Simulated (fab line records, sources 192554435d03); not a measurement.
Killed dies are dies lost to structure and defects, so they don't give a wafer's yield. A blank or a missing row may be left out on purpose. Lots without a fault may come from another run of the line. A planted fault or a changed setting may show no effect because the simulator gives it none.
One fault seen from 2 desks | flow n5_finfet | each desk has only its own numbers; what lay behind them comes last

THE METROLOGY DESK
What the gauges read, lot by lot, whatever tool the lot ran on: means of the sampled wafers that have a number. A lot is out of limits, marked OUT, if its mean lies more than 4 standard deviations from the usual mean; the brackets give that distance. Of its 10 readings 7 are shown: those that lie furthest out on some lot.
Columns: A = DIBL_N at N5_BEOL_M4_RC_MEAS_101, usual 36.4 mV/V; B = IOFF_P at N5_BEOL_M4_RC_MEAS_101, usual 0.21 nA/um; C = ION_N at N5_BEOL_M4_RC_MEAS_101, usual 677 uA/um; D = ION_P at N5_BEOL_M4_RC_MEAS_101, usual 464 uA/um; E = SS_P at N5_BEOL_M4_RC_MEAS_101, usual 73.3 mV/dec; F = VT_N at N5_BEOL_M4_RC_MEAS_101, usual 250 mV; G = VT_P at N5_BEOL_M4_RC_MEAS_101, usual -251 mV
lot  | first seen here | A    | B    | C   | D   | E    | F   | G
L223 | day 7 20:13     | 36.8 | 0.28 | 681 | 469 | 74.0 | 248 | -244
L224 | day 7 22:32     | 40.0 | 0.31 | 702 | 482 | 74.5 | 245 | -245
L230 | day 10 16:34    | 34.0 | 0.18 | 674 | 465 | 71.8 | 251 | -252
L233 | day 10 22:13    | 36.9 | 0.21 | 686 | 468 | 73.7 | 247 | -250
L235 | day 11 09:40    | 33.7 | 0.19 | 688 | 470 | 73.2 | 247 | -250
L234 | day 11 11:20    | 36.0 | 0.25 | 685 | 475 | 73.1 | 248 | -247
L242 | day 13 05:12    | 37.2 | 0.23 | 680 | 465 | 74.3 | 248 | -247
L245 | day 14 07:22    | 39.2 | 0.21 | 675 | 457 | 73.4 | 250 | -254
L246 | day 14 07:26    | 31.1 | 0.11 | 656 | 446 | 71.4 | 258 | -261
This desk's finding: nothing out of limits on any of the 9 lots.

THE TOOL OWNER'S DESK: pecvd-04
The tool's own readings at N5_BEOL_M1_PECVD_72 (deposits SiO2 from TEOS/O2, target thk 16 nm, time 18 s): means of the sampled wafers that have a number, for each lot that ran on this tool. A lot is out of limits, marked OUT, if its mean lies more than 4 standard deviations from the usual mean; the brackets give that distance.
Columns: A = heater_power_w at N5_BEOL_M1_PECVD_72, usual 690 W; B = showerhead_plenum_p_Torr at N5_BEOL_M1_PECVD_72, usual 8.79 Torr; C = susceptor_temp_C at N5_BEOL_M1_PECVD_72, usual 399.98 C; D = throttle_valve_pct at N5_BEOL_M1_PECVD_72, usual 22.5 %
lot  | first seen here | A   | B    | C                | D
L223 | day 6 06:03     | 726 | 8.81 | 399.99           | 22.4
L224 | day 6 06:27     | 737 | 8.82 | 400.06           | 23.0
L230 | day 7 22:32     | 721 | 8.82 | 399.98           | 22.8
L233 | day 8 21:20     | 676 | 8.81 | 395.50 (-19) OUT | 22.7
L235 | day 9 00:40     | 767 | 8.79 | 395.11 (-21) OUT | 22.5
L246 | day 11 17:17    | 723 | 8.81 | 399.91           | 22.9
This desk's finding: out of limits on L233, L235; first on L233, day 8 21:20 (susceptor_temp_C at N5_BEOL_M1_PECVD_72). In limits: L223, L224, L230, L246.

PUT TOGETHER
The tool owner's desk could have raised an alarm at day 8 21:20, on L233, L235.
The metrology desk saw nothing out of limits.
The metrology desk has L233, L235 on record, within its limits.
Of the lots named, all ran N5_BEOL_M1_PECVD_72 on pecvd-04.

WHAT THE SIMULATOR HAD PUT IN
Process parameter drift: pecvd-04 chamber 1, from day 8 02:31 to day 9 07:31, at N5_BEOL_M1_PECVD_72. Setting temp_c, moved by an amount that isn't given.
Lots struck among those shown: L233, L235.
Hours from the fault's start to each desk's first reading out of limits: the tool owner's desk, 19.
